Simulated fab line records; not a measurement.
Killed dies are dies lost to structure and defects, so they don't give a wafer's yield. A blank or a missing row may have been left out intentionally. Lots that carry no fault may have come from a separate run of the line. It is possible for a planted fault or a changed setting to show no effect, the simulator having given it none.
Split-lot experiment :: flow n5_finfet :: on a route of 1938 steps: 7 lots, 39 wafers read

ABOUT THE SPLIT
At N5_DUMMY_GATE_ETCH_31 (etches SiO2 in C4F6/O2, target depth 82.5 nm, time 27.5 s), the setting target_depth_a was moved away from the recipe's 825 angstrom on 15 of the 39 wafers read, by -10.9% to +8.5%. The other wafers ran this setting at the recipe's value.

The reading comes from the split's own step.

THE READING
etch.depth_nm (the simulator's own value, which no gauge read), in nm, at N5_DUMMY_GATE_ETCH_31 (etches SiO2 in C4F6/O2, target depth 82.5 nm, time 27.5 s). The file does not state a usual value for it. Across the 24 wafers here that went through the recipe, the average is 81.13 nm and the standard deviation 1.6 nm.

wafer: L079.1
tool, chamber at the split: rie_diel-06, 1
target_depth_a as run, angstrom: 895.5
against the recipe: +8.5%
etch.depth_nm, nm: 88.66
against lot-mates on the recipe: +7.52

wafer: L079.2
tool, chamber at the split: rie_diel-06, 2
target_depth_a as run, angstrom: 825
against the recipe: recipe
etch.depth_nm, nm: 80.05
against lot-mates on the recipe: -

wafer: L079.3
tool, chamber at the split: rie_diel-06, 3
target_depth_a as run, angstrom: 895.5
against the recipe: +8.5%
etch.depth_nm, nm: 89.46
against lot-mates on the recipe: +8.32

wafer: L079.4
tool, chamber at the split: rie_diel-06, 3
target_depth_a as run, angstrom: 825
against the recipe: recipe
etch.depth_nm, nm: 83.3
against lot-mates on the recipe: -

wafer: L079.5
tool, chamber at the split: rie_diel-06, 2
target_depth_a as run, angstrom: 825
against the recipe: recipe
etch.depth_nm, nm: 80.06
against lot-mates on the recipe: -

wafer: L079.6
tool, chamber at the split: rie_diel-06, 1
target_depth_a as run, angstrom: 895.5
against the recipe: +8.5%
etch.depth_nm, nm: 88.96
against lot-mates on the recipe: +7.82

wafer: L085.1
tool, chamber at the split: rie_diel-02, 0
target_depth_a as run, angstrom: 886.2
against the recipe: +7.4%
etch.depth_nm, nm: 87.02
against lot-mates on the recipe: +6.98

wafer: L085.2
tool, chamber at the split: rie_diel-02, 3
target_depth_a as run, angstrom: 825
against the recipe: recipe
etch.depth_nm, nm: 79.83
against lot-mates on the recipe: -

wafer: L085.3
tool, chamber at the split: rie_diel-02, 2
target_depth_a as run, angstrom: 825
against the recipe: recipe
etch.depth_nm, nm: 79.84
against lot-mates on the recipe: -

wafer: L085.4
tool, chamber at the split: rie_diel-02, 1
target_depth_a as run, angstrom: 886.2
against the recipe: +7.4%
etch.depth_nm, nm: 85.36
against lot-mates on the recipe: +5.32

wafer: L085.5
tool, chamber at the split: rie_diel-02, 1
target_depth_a as run, angstrom: 825
against the recipe: recipe
etch.depth_nm, nm: 80.46
against lot-mates on the recipe: -

wafer: L085.6
tool, chamber at the split: rie_diel-02, 2
target_depth_a as run, angstrom: 886.2
against the recipe: +7.4%
etch.depth_nm, nm: 86.67
against lot-mates on the recipe: +6.63

wafer: L086.1
tool, chamber at the split: rie_diel-06, 2
target_depth_a as run, angstrom: 825
against the recipe: recipe
etch.depth_nm, nm: 78.99
against lot-mates on the recipe: -

wafer: L086.2
tool, chamber at the split: rie_diel-06, 0
target_depth_a as run, angstrom: 825
against the recipe: recipe
etch.depth_nm, nm: 84.71
against lot-mates on the recipe: -

wafer: L086.3
tool, chamber at the split: rie_diel-06, 3
target_depth_a as run, angstrom: 825
against the recipe: recipe
etch.depth_nm, nm: 82.54
against lot-mates on the recipe: -

wafer: L086.4
tool, chamber at the split: rie_diel-06, 1
target_depth_a as run, angstrom: 735
against the recipe: -10.9%
etch.depth_nm, nm: 72.01
against lot-mates on the recipe: -10.07

wafer: L086.5
tool, chamber at the split: rie_diel-06, 0
target_depth_a as run, angstrom: 735
against the recipe: -10.9%
etch.depth_nm, nm: 75.93
against lot-mates on the recipe: -6.15

wafer: L086.6
tool, chamber at the split: rie_diel-06, 1
target_depth_a as run, angstrom: 735
against the recipe: -10.9%
etch.depth_nm, nm: 73.21
against lot-mates on the recipe: -8.87

wafer: L087.1
tool, chamber at the split: rie_diel-06, 3
target_depth_a as run, angstrom: 851.8
against the recipe: +3.2%
etch.depth_nm, nm: 84.24
against lot-mates on the recipe: +4.41

wafer: L087.2
tool, chamber at the split: rie_diel-06, 2
target_depth_a as run, angstrom: 825
against the recipe: recipe
etch.depth_nm, nm: 79.29
against lot-mates on the recipe: -

wafer: L087.3
tool, chamber at the split: rie_diel-06, 1
target_depth_a as run, angstrom: 825
against the recipe: recipe
etch.depth_nm, nm: 80.74
against lot-mates on the recipe: -

wafer: L087.4
tool, chamber at the split: rie_diel-06, 0
target_depth_a as run, angstrom: 851.8
against the recipe: +3.2%
etch.depth_nm, nm: 86.93
against lot-mates on the recipe: +7.10

wafer: L087.5
tool, chamber at the split: rie_diel-06, 2
target_depth_a as run, angstrom: 825
against the recipe: recipe
etch.depth_nm, nm: 79.46
against lot-mates on the recipe: -

wafer: L087.6
tool, chamber at the split: rie_diel-06, 1
target_depth_a as run, angstrom: 851.8
against the recipe: +3.2%
etch.depth_nm, nm: 83.46
against lot-mates on the recipe: +3.63

wafer: L088.1
tool, chamber at the split: rie_diel-02, 1
target_depth_a as run, angstrom: 825
against the recipe: recipe
etch.depth_nm, nm: 79.98
against lot-mates on the recipe: -

wafer: L088.2
tool, chamber at the split: rie_diel-02, 2
target_depth_a as run, angstrom: 825
against the recipe: recipe
etch.depth_nm, nm: 80.98
against lot-mates on the recipe: -

wafer: L088.3
tool, chamber at the split: rie_diel-02, 0
target_depth_a as run, angstrom: 790
against the recipe: -4.2%
etch.depth_nm, nm: 76.39
against lot-mates on the recipe: -4.08

wafer: L088.4
tool, chamber at the split: rie_diel-02, 3
target_depth_a as run, angstrom: 825
against the recipe: recipe
etch.depth_nm, nm: 80.45
against lot-mates on the recipe: -

wafer: L088.5
tool, chamber at the split: rie_diel-02, 1
target_depth_a as run, angstrom: 790
against the recipe: -4.2%
etch.depth_nm, nm: 76.98
against lot-mates on the recipe: -3.49

wafer: L088.6
tool, chamber at the split: rie_diel-02, 2
target_depth_a as run, angstrom: 790
against the recipe: -4.2%
etch.depth_nm, nm: 76.61
against lot-mates on the recipe: -3.86

wafer: L092.3
tool, chamber at the split: rie_diel-02, 1
target_depth_a as run, angstrom: 825
against the recipe: recipe
etch.depth_nm, nm: 80.89
against lot-mates on the recipe: -

wafer: L092.4
tool, chamber at the split: rie_diel-02, 2
target_depth_a as run, angstrom: 825
against the recipe: recipe
etch.depth_nm, nm: 81.97
against lot-mates on the recipe: -

wafer: L092.6
tool, chamber at the split: rie_diel-02, 1
target_depth_a as run, angstrom: 825
against the recipe: recipe
etch.depth_nm, nm: 80.82
against lot-mates on the recipe: -

wafer: L097.1
tool, chamber at the split: rie_diel-06, 3
target_depth_a as run, angstrom: 825
against the recipe: recipe
etch.depth_nm, nm: 82.2
against lot-mates on the recipe: -

wafer: L097.2
tool, chamber at the split: rie_diel-06, 0
target_depth_a as run, angstrom: 825
against the recipe: recipe
etch.depth_nm, nm: 83.96
against lot-mates on the recipe: -

wafer: L097.3
tool, chamber at the split: rie_diel-06, 2
target_depth_a as run, angstrom: 825
against the recipe: recipe
etch.depth_nm, nm: 79.64
against lot-mates on the recipe: -

wafer: L097.4
tool, chamber at the split: rie_diel-06, 3
target_depth_a as run, angstrom: 825
against the recipe: recipe
etch.depth_nm, nm: 82.27
against lot-mates on the recipe: -

wafer: L097.5
tool, chamber at the split: rie_diel-06, 2
target_depth_a as run, angstrom: 825
against the recipe: recipe
etch.depth_nm, nm: 80.3
against lot-mates on the recipe: -

wafer: L097.6
tool, chamber at the split: rie_diel-06, 0
target_depth_a as run, angstrom: 825
against the recipe: recipe
etch.depth_nm, nm: 84.42
against lot-mates on the recipe: -

THE FIT
A straight line over all 39 wafers: etch.depth_nm changes by +0.79 nm for each +1% of target_depth_a; r = +0.92; the points scatter about the line by 1.6 nm.
The same after taking each lot's own level away (the mean of its wafers on the recipe; 39 wafers): +0.859 nm for each +1%; r = +0.94; scatter 1.5 nm.
That fit puts the effect of the largest move of target_depth_a on the reading at 9.4 nm.
Across the lots, their own levels run from 79.830 to 82.132 nm, a range of 1.4 times the standard deviation given above.
The two slopes are in agreement: the lot-to-lot level therefore moves the slope only a little.
Check: -8.89 nm against its lot-mates is what the line predicts for one of the wafers moved furthest among these (-10.9%) when that wafer is left out of the fit. It came out at -10.1 nm against them.

THESE WAFERS: OTHER SPLITS
Before the reading, these wafers also passed through other splits. Each is held against what the fit with the lots' levels taken away leaves over:
other split on the same wafers: N5_DUMMY_GATE_EXPOSE_12 dose_mj
wafers away from the commonest value: 15
r with etch.depth_nm (lot level and that fit taken away): -0.05

FILE'S OWN FIT
etch.depth_nm changes by +0.864 nm for each +1% of target_depth_a, r = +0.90.
